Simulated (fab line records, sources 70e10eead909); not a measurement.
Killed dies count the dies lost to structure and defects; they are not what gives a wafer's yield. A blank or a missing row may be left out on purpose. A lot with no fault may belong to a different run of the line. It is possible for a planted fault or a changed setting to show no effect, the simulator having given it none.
fab line records    flow nandHarc
[record] lots = 6  wafers = 18  lastDay = 33
route steps=1302 shown A_SOURCE_PLATE@420 A_ONON_D1@424 END@1302
lots untouched by any fault: they come from a run of this same line in which no faults occurred
startH: the number of hours between the record's first day and the start of the first shown wafer of the lot    waitH: time in hours since the lot's previous step    " identical to the entry in the row above    L1.1+2: one row covering several wafers at once    - either no value or no given start    * or withheld: withheld    < > ~ a bound
route shown NAME@n: a module of which the file shows steps, and the number in the route of the first    usual: average and standard deviation across the fault-free wafers    same: alike in all rows    chamber/n: place in a boat    sites: readings site by site    _std_site: their standard deviation    _edge_site: mean of outer sites minus mean of inner sites    radiusMm: how far each site lies from the wafer's centre    mask NAME#n: copy n    behind: the most recent tool/chamber to have shaped the wafer    hold: the reason the lot was held/the length of the hold in hours/how it ended    device: names the non-switching transistor (n, p or np)    end of line: tests run on the same wafers once the route is complete    a step without rows: its recipe alone    killed: not the wafer's yield, but the dies lost to structure and defects at the first sort    map: a wafer's dies, marking killed ones x, the rest . and places with no die _
set.NAME: the setting as run; set.NAME@STEP: as run at that earlier step    model.NAME: the simulator's own value behind a step, which no gauge read
a table for each step, a row for each wafer; lots at some steps of the route
services: the hour from which a tool's chamber was out of use, counted from the record's first day as startH (under 0 if before that day), plus the number of hours and why
[[steps]]
[step NHARC_A_SOURCE_PLATE_THK_MEAS_06]
[recipe] thkMeasGauge = ellipsometry
[usual] thkNm = 200.4/2.1
lot.wafer  tool          chamber  startH  waitH  thkNm
L168.3     filmMetro-01  -        208.08  0.4    201.1
L168.4     "             -        "       "      202.0
L168.5     "             -        "       "      203.5
L170.1     filmMetro-02  -        232.36  0.4    203.8
L170.2     "             -        "       "      202.5
L170.3     "             -        "       "      202.1
L171.1     filmMetro-01  -        240.54  0.4    199.9
L171.3     "             -        "       "      200.3
L171.5     "             -        "       "      199.6
L182.2     filmMetro-01  -        349.04  0.4    199.5
L182.4     "             -        "       "      202.0
L182.6     "             -        "       "      203.1
L184.1     filmMetro-01  -        377.11  0.4    198.3
L184.4     "             -        "       "      197.9
L184.5     "             -        "       "      197.4
L186.1     filmMetro-01  -        381.51  0.4    198.5
L186.2     "             -        "       "      197.4
L186.3     "             -        "       "      198.8
[step NHARC_A_SOURCE_PLATE_INSPECT_08]
[usual] rawDefectCount = 57/22
lot.wafer  tool              chamber  startH  waitH  rawDefectCount
L168.3     defectInspect-01  -        208.16  0.0    41
L168.4     "                 -        "       "      50
L168.5     "                 -        "       "      58
L170.1     defectInspect-01  -        232.43  0.0    32
L170.2     "                 -        "       "      32
L170.3     "                 -        "       "      44
L171.1     defectInspect-01  -        240.65  0.0    83
L171.3     "                 -        "       "      83
L171.5     "                 -        "       "      70
L182.2     defectInspect-01  -        349.13  0.0    54
L182.4     "                 -        "       "      56
L182.6     "                 -        "       "      72
L184.1     defectInspect-02  -        377.17  0.0    114
L184.4     "                 -        "       "      33
L184.5     "                 -        "       "      88
L186.1     defectInspect-02  -        381.57  0.0    25
L186.2     "                 -        "       "      16
L186.3     "                 -        "       "      42
[step NHARC_A_ONON_D1_DEP_00]
[recipe] targetThkA = 10000  n2FlowSccm = 2750  n2oFlowSccm = 2000  nh3FlowSccm = 500  sih4FlowSccm = 210  tempC = 400
[step NHARC_A_ONON_D1_THK_MEAS_02]
[recipe] thkMeasGauge = ellipsometry
[usual] thkNm = 996/11
lot.wafer  tool          chamber  startH  waitH  thkNm
L168.3     filmMetro-01  -        208.73  -      999
L168.4     "             -        "       "      998
L168.5     "             -        "       "      999
L170.1     filmMetro-01  -        233.01  -      985
L170.2     "             -        "       "      986
L170.3     "             -        "       "      984
L171.1     filmMetro-01  -        241.23  -      988
L171.3     "             -        "       "      987
L171.5     "             -        "       "      988
L182.2     filmMetro-01  -        349.70  -      996
L182.4     "             -        "       "      995
L182.6     "             -        "       "      996
L184.1     filmMetro-01  -        377.75  -      982
L184.4     "             -        "       "      982
L184.5     "             -        "       "      983
L186.1     filmMetro-01  -        382.15  -      987
L186.2     "             -        "       "      986
L186.3     "             -        "       "      988
[step NHARC_A_ONON_D1_DEP_03]
[recipe] targetThkA = 10000  n2FlowSccm = 2750  n2oFlowSccm = 2000  nh3FlowSccm = 500  sih4FlowSccm = 210  tempC = 400
[step NHARC_A_ONON_D1_THK_MEAS_05]
[recipe] thkMeasGauge = ellipsometry
[usual] thkNm = 1002/9.1
lot.wafer  tool          chamber  startH  waitH  thkNm
L168.3     filmMetro-01  -        209.30  -      1007
L168.4     "             -        "       "      1006
L168.5     "             -        "       "      1006
L170.1     filmMetro-01  -        233.57  -      1002
L170.2     "             -        "       "      1003
L170.3     "             -        "       "      1005
L171.1     filmMetro-02  -        241.79  -      1005
L171.3     "             -        "       "      1006
L171.5     "             -        "       "      1009
L182.2     filmMetro-02  -        350.27  -      985
L182.4     "             -        "       "      984
L182.6     "             -        "       "      987
L184.1     filmMetro-01  -        378.32  -      1004
L184.4     "             -        "       "      1005
L184.5     "             -        "       "      1006
L186.1     filmMetro-01  -        382.72  -      1013
L186.2     "             -        "       "      1012
L186.3     "             -        "       "      1014
[step NHARC_A_ONON_D1_DEP_06]
[recipe] targetThkA = 10000  n2FlowSccm = 2750  n2oFlowSccm = 2000  nh3FlowSccm = 500  sih4FlowSccm = 210  tempC = 400
[step NHARC_A_ONON_D1_THK_MEAS_08]
[recipe] thkMeasGauge = ellipsometry
[usual] thkNm = 1001/9
lot.wafer  tool          chamber  startH  waitH  thkNm
L168.3     filmMetro-01  -        209.86  -      1008
L168.4     "             -        "       "      1007
L168.5     "             -        "       "      1007
L170.1     filmMetro-02  -        234.14  -      1001
L170.2     "             -        "       "      1001
L170.3     "             -        "       "      1004
L171.1     filmMetro-02  -        242.36  -      989
L171.3     "             -        "       "      989
L171.5     "             -        "       "      989
L182.2     filmMetro-02  -        350.84  -      985
L182.4     "             -        "       "      987
L182.6     "             -        "       "      988
L184.1     filmMetro-01  -        378.89  -      992
L184.4     "             -        "       "      992
L184.5     "             -        "       "      996
L186.1     filmMetro-01  -        383.29  -      995
L186.2     "             -        "       "      998
L186.3     "             -        "       "      997
[step NHARC_A_ONON_D1_DEP_09]
[recipe] targetThkA = 10000  n2FlowSccm = 2750  n2oFlowSccm = 2000  nh3FlowSccm = 500  sih4FlowSccm = 210  tempC = 400
[step NHARC_A_ONON_D1_THK_MEAS_11]
[recipe] thkMeasGauge = ellipsometry
[usual] thkNm = 998/7.8
lot.wafer  tool          chamber  startH  waitH  thkNm
L168.3     filmMetro-02  -        210.43  -      986
L168.4     "             -        "       "      987
L168.5     "             -        "       "      986
L170.1     filmMetro-02  -        234.71  -      993
L170.2     "             -        "       "      991
L170.3     "             -        "       "      991
L171.1     filmMetro-01  -        242.93  -      997
L171.3     "             -        "       "      996
L171.5     "             -        "       "      997
L182.2     filmMetro-01  -        351.41  -      1005
L182.4     "             -        "       "      1004
L182.6     "             -        "       "      1004
L184.1     filmMetro-01  -        379.46  -      996
L184.4     "             -        "       "      998
L184.5     "             -        "       "      998
L186.1     filmMetro-01  -        383.85  -      1013
L186.2     "             -        "       "      1014
L186.3     "             -        "       "      1014
[step NHARC_A_ONON_D1_DEP_12]
[recipe] targetThkA = 10000  n2FlowSccm = 2750  n2oFlowSccm = 2000  nh3FlowSccm = 500  sih4FlowSccm = 210  tempC = 400
lot.wafer   tool          chamber  startH  waitH
L168.3+4+5  pecvdOnon-02  0        210.60  0.2
L170.1+2+3  pecvdOnon-02  0        234.76  0.1
L171.1+3+5  pecvdOnon-02  0        242.98  0.1
L182.2+4+6  pecvdOnon-02  0        351.52  0.1
L184.1+4+5  pecvdOnon-01  0        379.52  0.1
L186.1+2+3  pecvdOnon-02  0        383.91  0.1
[step NHARC_A_ONON_D1_THK_MEAS_14]
[recipe] thkMeasGauge = ellipsometry
[usual] thkNm = 1001/9.8
lot.wafer  tool          chamber  startH  waitH  thkNm
L168.3     filmMetro-01  -        210.99  -      1005
L168.4     "             -        "       "      1004
L168.5     "             -        "       "      1005
L170.1     filmMetro-02  -        235.27  -      998
L170.2     "             -        "       "      658
L170.3     "             -        "       "      995
L171.1     filmMetro-01  -        243.49  -      976
L171.3     "             -        "       "      976
L171.5     "             -        "       "      638
L182.2     filmMetro-02  -        351.97  -      1019
L182.4     "             -        "       "      1016
L182.6     "             -        "       "      1018
L184.1     filmMetro-01  -        380.03  -      1015
L184.4     "             -        "       "      1013
L184.5     "             -        "       "      1015
L186.1     filmMetro-01  -        384.42  -      995
L186.2     "             -        "       "      997
L186.3     "             -        "       "      996
[step NHARC_A_ONON_D1_ANNEAL_15]
[recipe] tempC = 750  timeS = 3600
[step NHARC_END_SORT_01]
[recipe] tempC = 25
[usual] killedAtArray = 52/19  killedAtOther = 1.0/1.2  killedAtPeriphery = 4.1/2.8  killedDies = 57/19  killedOpen = 3.1/1.7  killedShort = 2.5/1.5
[same] grossDies = 677
lot.wafer  tool       chamber  startH  waitH  killedAtArray  killedAtOther  killedAtPeriphery  killedDies  killedOpen  killedShort
L170.2     prober-01  0        625.11  2.8    671            0              6                  677         6           4
L171.5     prober-01  0        646.20  3.7    667            0              10                 677         8           2
// killed by level:class
L170.2 A_ONON_D1:areaDep=598 A_CHANNEL_HOLE_D2:chamberFilmFlake=35 A_SLIT:chamberFilmFlake=12 A_STAIRCASE:chamberFilmFlake=5 A_CONTACT:chamberFilmFlake=5 A_CHANNEL_HOLE_D1:chamberFilmFlake=4 P_M0:geometricParticle:open=2 P_GATE:chamberFilmFlake=2
L171.5 A_ONON_D1:areaDep=632 A_CHANNEL_HOLE_D2:chamberFilmFlake=15 A_CONTACT:chamberFilmFlake=6 P_GATE:chamberFilmFlake=4 A_CHANNEL_HOLE_D1:chamberFilmFlake=4 P_M0:geometricParticle:short=2 A_ONON_D2:geometricParticle:open=2 A_M0:geometricParticle:open=2
// map L170.2 (x killed, . not)
____________x____________
_________xxxxxxx_________
_______xxxxxxxxxxx_______
______xxxxxxxxxxxxx______
_____xxxxxxxxxxxxxxx_____
____xxxxxxxxxxxxxxxxx____
____xxxxxxxxxxxxxxxxx____
___xxxxxxxxxxxxxxxxxxx___
___xxxxxxxxxxxxxxxxxxx___
__xxxxxxxxxxxxxxxxxxxxx__
__xxxxxxxxxxxxxxxxxxxxx__
_xxxxxxxxxxxxxxxxxxxxxxx_
_xxxxxxxxxxxxxxxxxxxxxxx_
_xxxxxxxxxxxxxxxxxxxxxxx_
_xxxxxxxxxxxxxxxxxxxxxxx_
_xxxxxxxxxxxxxxxxxxxxxxx_
xxxxxxxxxxxxxxxxxxxxxxxxx
xxxxxxxxxxxxxxxxxxxxxxxxx
xxxxxxxxxxxxxxxxxxxxxxxxx
xxxxxxxxxxxxxxxxxxxxxxxxx
xxxxxxxxxxxxxxxxxxxxxxxxx
_xxxxxxxxxxxxxxxxxxxxxxx_
_xxxxxxxxxxxxxxxxxxxxxxx_
_xxxxxxxxxxxxxxxxxxxxxxx_
_xxxxxxxxxxxxxxxxxxxxxxx_
_xxxxxxxxxxxxxxxxxxxxxxx_
__xxxxxxxxxxxxxxxxxxxxx__
__xxxxxxxxxxxxxxxxxxxxx__
___xxxxxxxxxxxxxxxxxxx___
___xxxxxxxxxxxxxxxxxxx___
____xxxxxxxxxxxxxxxxx____
____xxxxxxxxxxxxxxxxx____
_____xxxxxxxxxxxxxxx_____
______xxxxxxxxxxxxx______
_______xxxxxxxxxxx_______
_________xxxxxxx_________
____________x____________
// map L171.5 (x killed, . not)
____________x____________
_________xxxxxxx_________
_______xxxxxxxxxxx_______
______xxxxxxxxxxxxx______
_____xxxxxxxxxxxxxxx_____
____xxxxxxxxxxxxxxxxx____
____xxxxxxxxxxxxxxxxx____
___xxxxxxxxxxxxxxxxxxx___
___xxxxxxxxxxxxxxxxxxx___
__xxxxxxxxxxxxxxxxxxxxx__
__xxxxxxxxxxxxxxxxxxxxx__
_xxxxxxxxxxxxxxxxxxxxxxx_
_xxxxxxxxxxxxxxxxxxxxxxx_
_xxxxxxxxxxxxxxxxxxxxxxx_
_xxxxxxxxxxxxxxxxxxxxxxx_
_xxxxxxxxxxxxxxxxxxxxxxx_
xxxxxxxxxxxxxxxxxxxxxxxxx
xxxxxxxxxxxxxxxxxxxxxxxxx
xxxxxxxxxxxxxxxxxxxxxxxxx
xxxxxxxxxxxxxxxxxxxxxxxxx
xxxxxxxxxxxxxxxxxxxxxxxxx
_xxxxxxxxxxxxxxxxxxxxxxx_
_xxxxxxxxxxxxxxxxxxxxxxx_
_xxxxxxxxxxxxxxxxxxxxxxx_
_xxxxxxxxxxxxxxxxxxxxxxx_
_xxxxxxxxxxxxxxxxxxxxxxx_
__xxxxxxxxxxxxxxxxxxxxx__
__xxxxxxxxxxxxxxxxxxxxx__
___xxxxxxxxxxxxxxxxxxx___
___xxxxxxxxxxxxxxxxxxx___
____xxxxxxxxxxxxxxxxx____
____xxxxxxxxxxxxxxxxx____
_____xxxxxxxxxxxxxxx_____
______xxxxxxxxxxxxx______
_______xxxxxxxxxxx_______
_________xxxxxxx_________
____________x____________
[[services]]
tool          chamber  startH  hours  kind
pecvdOnon-01  -        269.43  13.0   pm
pecvdOnon-01  -        289.30  7.6    repair
pecvdOnon-01  -        355.08  1.0    repair
pecvdOnon-02  -        366.48  13.0   pm
[[key]]
[firstSign] step = NHARC_A_ONON_D1_THK_MEAS_14  reading = thkNm  direction = down  sigmas = 36  usual = 1001  struck = 648
[effect] step = NHARC_END_SORT_01  reading = killedDies  direction = up  sigmas = 33  usual = 57  struck = 677
[moreKillsBornAt] NHARC_A_ONON_D1_DEP_12@pecvdOnon-02 = 1230
metAt NHARC_A_ONON_D1_DEP_12
struckWafers L170.2,L171.5
laterRowsLeftOut L170.2,L171.5
testerLeftOut L170,L171
onsetBetween 210.60 234.76
[fault] kind = processParameterDrift  tool = pecvdOnon-02  chamber = -  onsetH = 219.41  steps = NHARC_A_ONON_D1_DEP_12  channel = targetThkA  offset = *  shape = step  endH = 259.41  scope = struckWafersOnly  actsIn = *  stated = *
// testerLeftOut: of these lots the tester's yield and bins aren't shown, on N5 and GAA mostly nor the transistor test; their killed dies are dies lost to structure and defects alone, not to doping, threshold or leakage, so they don't give the yield
// laterRowsLeftOut: the simulator's readings of these wafers behind a module that went badly wrong aren't trusted and aren't shown, but for the sort
